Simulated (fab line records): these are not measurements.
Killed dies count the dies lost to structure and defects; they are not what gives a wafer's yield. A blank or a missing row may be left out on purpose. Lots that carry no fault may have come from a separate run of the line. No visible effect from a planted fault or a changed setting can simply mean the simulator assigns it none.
A lot that was struck, set against a sound lot -- flow n5-finfet -- 16 steps out of a route of 1938
Sound: wafers L250.1, L250.2, L250.4. Struck: wafer L257.5. (L257.1 of the same lot was not struck and is left out.) The cause comes at the end.
Order at every step that has rows: each side's tool, ch and its chambers, its first start. Under that, the readings that differ: sound wafers -- struck wafers -- difference of the means -- sigmas: that difference in standard deviations of wafers without a fault.
alike: readings with means less than 2 such deviations apart, plus words and numbers identical on both sides. not compared: withheld readings, readings lacking a value on some wafer, bounds such as >300 that could conceal the same value, and numbers that have no deviation in the record and whose values overlap.
Wherever a step has rows on one side only, a row that says differs or no value, or a row with sigmas, the two part there. Numbers that don't overlap but have no deviation are shown without sigmas and don't part them. Lack of a reading on every wafer of one side parts them only where that side has two or more wafers.

N5_BEOL_M1_SPUTTER_90: material Cu, target thk 4.5 nm, time 8.29 s.
  struck on pvd-sputter-01, day 9 21:44; sound on pvd-sputter-02, day 8 06:05
  alike: throttle-valve-pct
N5_BEOL_M1_ANNEAL_91: time 240 s.
  struck on pvd-sputter-01, day 9 21:49; sound on pvd-sputter-02, day 8 06:10
  alike: heater-power-w
then, 4 steps without rows for these wafers: N5_BEOL_M1_SPUTTER_92 (material Cu, target thk 4.5 nm, time 8.29 s); N5_BEOL_M1_ANNEAL_93 (time 240 s); N5_BEOL_M1_SPUTTER_94 (material Cu, target thk 4.5 nm, time 8.29 s); N5_BEOL_M1_ANNEAL_95 (time 240 s).
N5_BEOL_M1_SPUTTER_96: material Cu, target thk 4.5 nm, time 8.29 s.
  struck on pvd-sputter-01, day 9 22:24; sound on pvd-sputter-02, day 8 06:44
  alike: throttle-valve-pct
then, 1 step without rows for these wafers: N5_BEOL_M1_ECD_50 (material Cu, target thk 300 nm).
N5_BEOL_M1_ANNEAL_51: time 90 s.
  sound on rtp-anneal-01 ch 0, day 8 07:06; struck on rtp-anneal-02 ch 0, day 9 22:35
reading,sound,struck,difference,sigmas
wafer_temp_C_max,225.46 225.72 225.42,226.15,+0.62,+2
N5_BEOL_M1_CMP_52: polishes, stops on SiOC, t overpolish 6.8 s, target thk 40 nm.
  sound on cmp-01 ch 0,2,3, day 8 07:24; struck on cmp-02 ch 3, day 9 23:00
reading,sound,struck,difference,sigmas
time-to-endpoint-s (s),60 69 67,58,-7,-2
  alike: barrier-field-endpoint-s, motor-current-A, overpolish-run-s, platen-rpm
  not compared: pad-life-wafers
N5_BEOL_M1_THK_MEAS_53: measures by xrf.
  struck on film-metro-01, day 9 23:11; sound on film-metro-02, day 8 07:41
  alike: M1_THK
then, 1 step without rows for these wafers: N5_BEOL_M1_PRE_CLEAN_60 (time 15 s).
N5_BEOL_M1_CO_CAP_55: material Co, precursor CCTBA/H2, target thk 2 nm, time 102.1 s.
  sound on cvd-co-01 ch 1,2, day 8 07:46; struck on cvd-co-01 ch 0, day 9 23:16
reading,sound,struck,difference,sigmas
run-length-s (s),125.7 125.0 125.0,93.4,-31.8,-64
model.Co_of_BEOL_M1_CO_CAP_55.thk-nm (nm),2 2 2,1.4,-0.6,
  alike: heater-power-w
then, 1 step without rows for these wafers: N5_BEOL_M1_PRE_CLEAN_56 (time 15 s).
-- record jumps: 2 days separate the struck wafers' starts on either side; left off in module BEOL_M1, taken up again in module BEOL_M4, whose first shown step is the route's number 1111 --
N5_BEOL_M4_RC_MEAS_101:
  sound on prober-01 ch 0, day 10 08:06; struck on prober-02 ch 0, day 12 03:48
reading,sound,struck,difference,sigmas
VT_P (mV),-245 -245 -249,-255,-9,-3
  alike: DIBL_N, DIBL_P, IOFF_N, IOFF_P, ION_N, ION_P, SS_N, SS_P, VT_N
-- the record jumps here: 4 days lie between the struck wafers' starts before and after (it left off in module BEOL_M4 and takes up again in module PASSIVATION, whose first step shown is number 1936 of the route) --
N5_PASSIVATION_PROBE_49:
  struck on prober-02, day 16 10:57; sound on prober-02, day 14 09:58
  alike: defect-limited-yield, killed_at_M0_to_M3, killed_at_M4_up, killed-at-contacts, killed-at-front-end, killed-at-other, killed-dies, killed-open, killed-short, sort_bin_4_leakage, sort_bin_5_function, sort_bin_6_memory, sort-n-pass, sort-yield-pct

WHERE THEY PART
At N5_BEOL_M1_ANNEAL_51 first; at N5_BEOL_M4_RC_MEAS_101 last (within this record only). Later steps at which nothing parts them and some readings are alike: N5_PASSIVATION_PROBE_49.

WHY: the cause the simulator had injected
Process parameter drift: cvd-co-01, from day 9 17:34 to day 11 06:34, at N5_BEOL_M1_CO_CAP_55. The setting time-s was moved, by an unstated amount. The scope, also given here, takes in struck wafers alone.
